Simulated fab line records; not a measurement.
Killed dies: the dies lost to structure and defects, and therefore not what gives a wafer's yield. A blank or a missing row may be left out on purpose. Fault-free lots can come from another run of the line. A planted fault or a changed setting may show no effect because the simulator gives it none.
Which of the tools did it? || flow n5-finfet || Sampling: 6 lots, 18 wafers, 5 of 1938 route steps

== WHAT THE GAUGES SHOWED, per wafer ==
N5_MIM_TOP_LITHO_CD_MEAS_08: the cd target is 2000 nm.
{"lot": "L976", "measured": "day 13 06:28", "on": "cd-sem-02", "cd-nm (nm)": "1996.9 1998.6 1999.3"}
{"lot": "L980", "measured": "day 14 07:13", "on": "cd-sem-03", "cd-nm (nm)": "1999.3 2001.4 2002.9"}
{"lot": "L983", "measured": "day 15 01:43", "on": "cd-sem-02", "cd-nm (nm)": "2000.0 1999.9 1995.4"}
{"lot": "L984", "measured": "day 15 20:23", "on": "cd-sem-02", "cd-nm (nm)": "1999.1 1967.6 2001.3"}
{"lot": "L991", "measured": "day 16 08:20", "on": "cd-sem-01", "cd-nm (nm)": "2003.1 1970.0 2002.9"}
{"lot": "L997", "measured": "day 17 22:48", "on": "cd-sem-01", "cd-nm (nm)": "2001.0 1999.2 1999.3"}

== EACH LOT AND THE TOOL THAT RAN IT (in order: tool; ch and the chambers of the sampled wafers; start) ==
{"lot": "L976", "N5_BEOL_M15_DEGAS_41": "pvd-sputter-03, day 13 01:34", "N5_BEOL_M15_SPUTTER_44": "pvd-sputter-03, day 13 01:43", "N5_MIM_BOT_SPUTTER_00": "pvd-sputter-01, day 13 04:49", "N5_MIM_TOP_LITHO_EXPOSE_05": "krf-scanner-01 ch 0, day 13 06:17"}
{"lot": "L980", "N5_BEOL_M15_DEGAS_41": "pvd-sputter-01, day 14 00:43", "N5_BEOL_M15_SPUTTER_44": "pvd-sputter-01, day 14 00:53", "N5_MIM_BOT_SPUTTER_00": "pvd-sputter-01, day 14 03:44", "N5_MIM_TOP_LITHO_EXPOSE_05": "krf-scanner-01 ch 0, day 14 07:03"}
{"lot": "L983", "N5_BEOL_M15_DEGAS_41": "pvd-sputter-01, day 14 20:13", "N5_BEOL_M15_SPUTTER_44": "pvd-sputter-01, day 14 20:23", "N5_MIM_BOT_SPUTTER_00": "pvd-sputter-01, day 14 23:56", "N5_MIM_TOP_LITHO_EXPOSE_05": "krf-scanner-02 ch 0, day 15 01:32"}
{"lot": "L984", "N5_BEOL_M15_DEGAS_41": "pvd-sputter-02, day 15 09:37", "N5_BEOL_M15_SPUTTER_44": "pvd-sputter-02, day 15 09:46", "N5_MIM_BOT_SPUTTER_00": "pvd-sputter-02, day 15 18:43", "N5_MIM_TOP_LITHO_EXPOSE_05": "krf-scanner-02 ch 0, day 15 20:13"}
{"lot": "L991", "N5_BEOL_M15_DEGAS_41": "pvd-sputter-03, day 16 03:07", "N5_BEOL_M15_SPUTTER_44": "pvd-sputter-03, day 16 03:17", "N5_MIM_BOT_SPUTTER_00": "pvd-sputter-02, day 16 06:38", "N5_MIM_TOP_LITHO_EXPOSE_05": "krf-scanner-02 ch 0, day 16 08:10"}
{"lot": "L997", "N5_BEOL_M15_DEGAS_41": "pvd-sputter-01, day 17 18:06", "N5_BEOL_M15_SPUTTER_44": "pvd-sputter-01, day 17 18:16", "N5_MIM_BOT_SPUTTER_00": "pvd-sputter-03, day 17 21:11", "N5_MIM_TOP_LITHO_EXPOSE_05": "krf-scanner-01 ch 0, day 17 22:38"}
- N5_BEOL_M15_DEGAS_41: time 60 s.
- N5_BEOL_M15_SPUTTER_44: material Ta, target thk 15 nm, time 24.19 s.
- N5_MIM_BOT_SPUTTER_00: material TiN, target thk 35 nm, time 89.7 s.
- N5_MIM_TOP_LITHO_EXPOSE_05: exposes mask MIM TOP, target cd 2000 nm.

== THE ANSWER, worked out from the rows above alone ==
Rule: what is usual is taken from the lots themselves. Put in order of their means at a reading, lots are off if they are a third of the lots or fewer, leave a main group of 4 or more, and stand apart from it by a gap of 3 or more times the standard deviation of the main group's means; of several such gaps the widest counts. A main group whose means are all the same, to the digits that the tables above print for the reading, isn't used. Also off: a lot with no number at a reading for which 4 or more lots have one. Any other lot the step has rows for is counted as sound.
Off, at N5_MIM_TOP_LITHO_CD_MEAS_08 on cd-nm: L984, L991. Mean 1999.4 nm and standard deviation 1.2 in the main group.
If a tool, at a process step before that reading, ran all the lots that are off and no sound lot after the first of them, it fits. The gauges at N5_MIM_TOP_LITHO_CD_MEAS_08 are tried like those tools. Undecided on this evidence; 2 tools fit (pvd-sputter-02 at N5_MIM_BOT_SPUTTER_00, krf-scanner-02 at N5_MIM_TOP_LITHO_EXPOSE_05).

== WHAT HAD BEEN PUT IN BY THE SIMULATOR ==
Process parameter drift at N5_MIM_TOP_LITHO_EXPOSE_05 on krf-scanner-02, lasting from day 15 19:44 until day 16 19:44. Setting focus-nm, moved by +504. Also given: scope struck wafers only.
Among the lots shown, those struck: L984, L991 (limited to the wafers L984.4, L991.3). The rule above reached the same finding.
